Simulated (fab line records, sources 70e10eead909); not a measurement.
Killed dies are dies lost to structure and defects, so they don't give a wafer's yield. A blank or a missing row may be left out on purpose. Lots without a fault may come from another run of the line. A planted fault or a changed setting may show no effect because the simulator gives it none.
Chamber matching | flow nand_harc | NHARC_A_CONTACT_ETCH_75 on rie_diel-07: 4 sister chambers
The step etches the open film in CF4, target depth 39 nm, time 65 s. 8 wafers are shown with their chamber, then 12 later ones without.

WAFERS WITH THEIR CHAMBER
wafer  | chamber | drypump_motor_current_A (A) | rf_vpp_V (V)
L087.3 | 2       | 5.83                        | 151.8
L086.2 | 2       | 5.83                        | 152.9
L089.1 | 1       | 5.88                        | 149.2
L089.4 | 0       | 5.80                        | 150.7
L089.5 | 3       | 5.56                        | 151.8
L092.1 | 1       | 5.86                        | 149.9
L092.2 | 3       | 5.57                        | 154.1
L092.4 | 0       | 5.82                        | 151.2

WAFERS WITHOUT THEIR CHAMBER
wafer  | drypump_motor_current_A (A) | rf_vpp_V (V)
L093.1 | 5.84                        | 151.2
L093.2 | 5.88                        | 150.0
L093.3 | 5.82                        | 150.5
L097.1 | 5.85                        | 148.0
L097.2 | 5.55                        | 151.8
L097.3 | 5.87                        | 151.6
L096.1 | 5.81                        | 151.3
L096.4 | 5.83                        | 150.2
L096.5 | 5.83                        | 151.1
L095.2 | 5.88                        | 151.0
L095.4 | 5.84                        | 151.1
L095.5 | 5.83                        | 153.1

WHICH CHAMBER EACH WENT THROUGH
wafer  | from the rows above          | in truth
L093.1 | can't be placed: 2 or 0 or 1 | 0
L093.2 | 1                            | 1
L093.3 | can't be placed: 0 or 2      | 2
L097.1 | 1                            | 1
L097.2 | 3                            | 3
L097.3 | can't be placed: 1 or 2      | 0
L096.1 | can't be placed: 0 or 2      | 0
L096.4 | can't be placed: 0 or 2 or 1 | 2
L096.5 | can't be placed: 2 or 0      | 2
L095.2 | 1                            | 1
L095.4 | can't be placed: 2 or 0 or 1 | 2
L095.5 | 2                            | 2
Placed correctly: 5 of 12. Can't be placed from these rows: 7 (the true chamber is among the candidates in 6). Placed wrongly: 0.
How it was worked out, from the rows above alone: a wafer's distance from a chamber is the root of the sum, over the readings, of the square of ((its reading less the chamber's mean) divided by the reading's scatter). The wafer belongs to the nearest chamber; if the next one is less than 2 further off, it can't be placed. A chamber's mean is the mean of its shown wafers. The scatter: the root of (the sum of the squares of (reading less its chamber's mean) over the shown wafers, divided by (wafers less chambers)).
